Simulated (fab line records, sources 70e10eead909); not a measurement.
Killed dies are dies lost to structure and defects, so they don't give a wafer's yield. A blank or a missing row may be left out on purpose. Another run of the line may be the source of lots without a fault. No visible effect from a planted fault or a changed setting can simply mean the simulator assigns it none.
Matching of chambers :: flow nand_harc :: NHARC_A_CHANNEL_FILL_D1_ALD_16 on ald_hk-01: 4 sister chambers
The step deposits SiO2, target thk 1.5 nm, pulse time 10 s, ald cycles 15. 4 wafers are shown with their chamber, then 10 later ones without.

EACH WAFER AND ITS CHAMBER
wafer: L085.4
chamber: 0
heater_power_w (W): 525

wafer: L090.2
chamber: 3
heater_power_w (W): 461

wafer: L088.2
chamber: 1
heater_power_w (W): 482

wafer: L088.3
chamber: 2
heater_power_w (W): 489

WAFERS WITHOUT THEIR CHAMBER
wafer: L088.6
heater_power_w (W): 484

wafer: L089.2
heater_power_w (W): 486

wafer: L089.4
heater_power_w (W): 456

wafer: L089.5
heater_power_w (W): 497

wafer: L095.1
heater_power_w (W): 461

wafer: L095.4
heater_power_w (W): 507

wafer: L095.6
heater_power_w (W): 486

wafer: L097.1
heater_power_w (W): 523

wafer: L097.4
heater_power_w (W): 504

wafer: L097.6
heater_power_w (W): 524

WHICH CHAMBER EACH WENT THROUGH
wafer: L088.6
from the rows above: can't be placed: 1 or 2
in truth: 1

wafer: L089.2
from the rows above: can't be placed: 2 or 1
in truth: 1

wafer: L089.4
from the rows above: 3
in truth: 3

wafer: L089.5
from the rows above: can't be placed: 2 or 1
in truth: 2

wafer: L095.1
from the rows above: 3
in truth: 3

wafer: L095.4
from the rows above: can't be placed: 0 or 2 or 1
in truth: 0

wafer: L095.6
from the rows above: can't be placed: 2 or 1
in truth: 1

wafer: L097.1
from the rows above: 0
in truth: 0

wafer: L097.4
from the rows above: can't be placed: 2 or 0 or 1
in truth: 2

wafer: L097.6
from the rows above: 0
in truth: 0
Correct placement for 4 of the 10. Can't be placed from these rows: 6 (the true chamber is among the candidates in 6). 0 placed wrongly.
How it was worked out, from the rows above alone: a wafer's distance from a chamber is the root of the sum, over the readings, of the square of ((its reading less the chamber's mean) divided by the reading's scatter). The wafer belongs to the nearest chamber; if the next one is less than 2 further off, it can't be placed. The mean given for a chamber averages the wafers shown for that chamber. The scatter (one wafer shown for each chamber): square how far every hidden wafer sits from the nearest shown wafer, average those squares and take the square root.
